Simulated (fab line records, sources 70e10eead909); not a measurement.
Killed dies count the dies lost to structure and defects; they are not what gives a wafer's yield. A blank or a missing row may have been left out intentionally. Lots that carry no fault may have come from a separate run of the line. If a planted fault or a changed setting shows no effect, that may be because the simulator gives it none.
Struck lot and sound lot, side by side | flow nand_harc | 14 out of 1159 route steps
Sound: these wafers, L681.1, L681.4, L681.5. Struck: wafers L664.2, L664.4, L664.5. The cause is named last.
For every step that has rows: the tool of each side, followed by ch and its chambers, followed by its first start. Under that, the readings that differ: sound wafers | struck wafers | difference of the means | sigmas: that difference in standard deviations of wafers without a fault.
alike: same words and numbers on both sides, and readings whose means sit less than 2 such deviations apart. not compared: any withheld reading, any reading some wafer has no value for, any bound like >300 that may hide the same value, and any number with overlapping values for which the record gives no deviation.
Wherever a step has rows on one side only, a row that says differs or no value, or a row with sigmas, the two part there. When numbers do not overlap yet have no deviation, they are printed without sigmas and do not part them. A reading missing from all wafers of one side parts the sides only when that side holds two or more wafers.

NHARC_P_GATE_STRIP_95: strips in O2.
  sound on plasma_asher-01 ch 1, day 10 00:37; struck on plasma_asher-02 ch 0,1, day 6 00:41
  alike: drypump_motor_current_A, heater_power_w
  not compared: rf_hours_counter_h
then, 1 step without rows for these wafers: NHARC_P_GATE_STRIP_96 (strips in SPM, time 900 s).
NHARC_P_GATE_RTA_64: time 1 s.
  sound on rtp_anneal-01 ch 0, day 10 01:25; struck on rtp_anneal-02 ch 0, day 6 01:23
  reading             | sound             | struck            | difference | sigmas
  lamp_power_pct (%)  | 31.55 31.59 31.67 | 32.05 32.13 32.07 | +0.48      | +2
  lamp_zone_7_pct (%) | 32.09 31.98 32.02 | 32.48 32.54 32.45 | +0.46      | +2
  alike: anneal_temp_c_max, wafer_temp_C_max
then, 1 step without rows for these wafers: NHARC_P_GATE_ETCH_77 (etches SiO2 in dHF, target depth 6 nm).
NHARC_P_GATE_DEGAS_109: time 60 s.
  sound: pvd_sputter-01 at day 10 01:43; struck: pvd_sputter-02 at day 6 01:41
  alike: heater_power_w
then, 3 steps without rows for these wafers: NHARC_P_GATE_PRE_CLEAN_110 (time 30 s); NHARC_P_GATE_SPUTTER_78 (material Ni, target thk 10 nm); NHARC_P_GATE_SPUTTER_79 (material TiN, target thk 10 nm).
NHARC_P_GATE_RTA_80: time 30 s.
  sound on rtp_anneal-02 ch 0, day 10 02:01; struck on rtp_anneal-02 ch 0, day 6 02:00
  alike: anneal_temp_c_max, lamp_zone_7_pct, wafer_temp_C_max
then, 2 steps without rows for these wafers: NHARC_P_GATE_STRIP_67 (strips in SPM, time 600 s); NHARC_P_GATE_RTA_82 (time 30 s).
NHARC_P_GATE_INSPECT_68:
  sound: defect_inspect-02 at day 10 02:40; struck: defect_inspect-02 at day 6 02:44
  alike: raw_defect_count
NHARC_P_CONTACT_DEP_30: deposits SiNx, target thk 30 nm.
  sound on pecvd-02 ch 0,2, day 10 03:04; struck on pecvd-02 ch 0,2, day 6 04:07
  alike: heater_power_w
NHARC_P_CONTACT_DEP_00: deposits SiO2, target thk 500 nm.
  sound: pecvd-02 ch 0,2; struck: pecvd-02 ch 0,2
  alike: heater_power_w, throttle_valve_pct

== WHERE THEY PART ==
NHARC_P_GATE_RTA_64 only, going by this record. Later steps at which nothing parts them and some readings are alike: NHARC_P_GATE_DEGAS_109, NHARC_P_GATE_RTA_80, NHARC_P_GATE_INSPECT_68, NHARC_P_CONTACT_DEP_30, NHARC_P_CONTACT_DEP_00.

WHY: what had been put in by the simulator
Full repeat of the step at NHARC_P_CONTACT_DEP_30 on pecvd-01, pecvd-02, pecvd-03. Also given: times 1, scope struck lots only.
